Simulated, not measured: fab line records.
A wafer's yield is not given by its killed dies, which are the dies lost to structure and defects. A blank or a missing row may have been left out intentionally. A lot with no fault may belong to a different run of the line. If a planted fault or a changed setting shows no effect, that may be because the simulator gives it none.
Chamber matching | flow n5_finfet | N5_MOL_CONTACT_COAG_ETCH_89 on rie_diel-05: 4 sister chambers
The step etches underlayer in N2/H2, target depth 13 nm, time 10.4 s. 4 wafers are shown with their chamber, then 10 later ones without.

WAFERS WITH THEIR CHAMBER
wafer  | chamber | throttle_valve_pct (%)
L085.1 | 2       | 18.12
L085.4 | 3       | 18.42
L089.2 | 0       | 17.68
L089.3 | 1       | 17.52

WAFERS WITH NO CHAMBER GIVEN
wafer  | throttle_valve_pct (%)
L089.4 | 18.14
L094.1 | 17.73
L094.2 | 17.54
L094.4 | 17.71
L095.2 | 17.72
L095.3 | 17.73
L095.6 | 17.73
L096.3 | 17.73
L096.4 | 17.73
L096.5 | 17.73

THE CHAMBER EACH PASSED THROUGH
wafer  | from the rows above | in truth
L089.4 | 2                   | 2
L094.1 | 0                   | 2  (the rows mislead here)
L094.2 | 1                   | 1
L094.4 | 0                   | 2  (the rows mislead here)
L095.2 | 0                   | 0
L095.3 | 0                   | 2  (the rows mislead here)
L095.6 | 0                   | 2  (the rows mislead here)
L096.3 | 0                   | 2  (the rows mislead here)
L096.4 | 0                   | 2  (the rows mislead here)
L096.5 | 0                   | 0
Placed correctly: 4 of 10. Left unplaced by these rows: 0. Number placed wrongly: 6.
How it was worked out, from the rows above alone: a wafer's distance from a chamber is the root of the sum, over the readings, of the square of ((its reading less the chamber's mean) divided by the reading's scatter). The wafer belongs to the nearest chamber; if the next one is less than 2 further off, it can't be placed. The mean given for a chamber averages the wafers shown for that chamber. The scatter (one wafer shown for each chamber): square how far every hidden wafer sits from the nearest shown wafer, average those squares and take the square root.
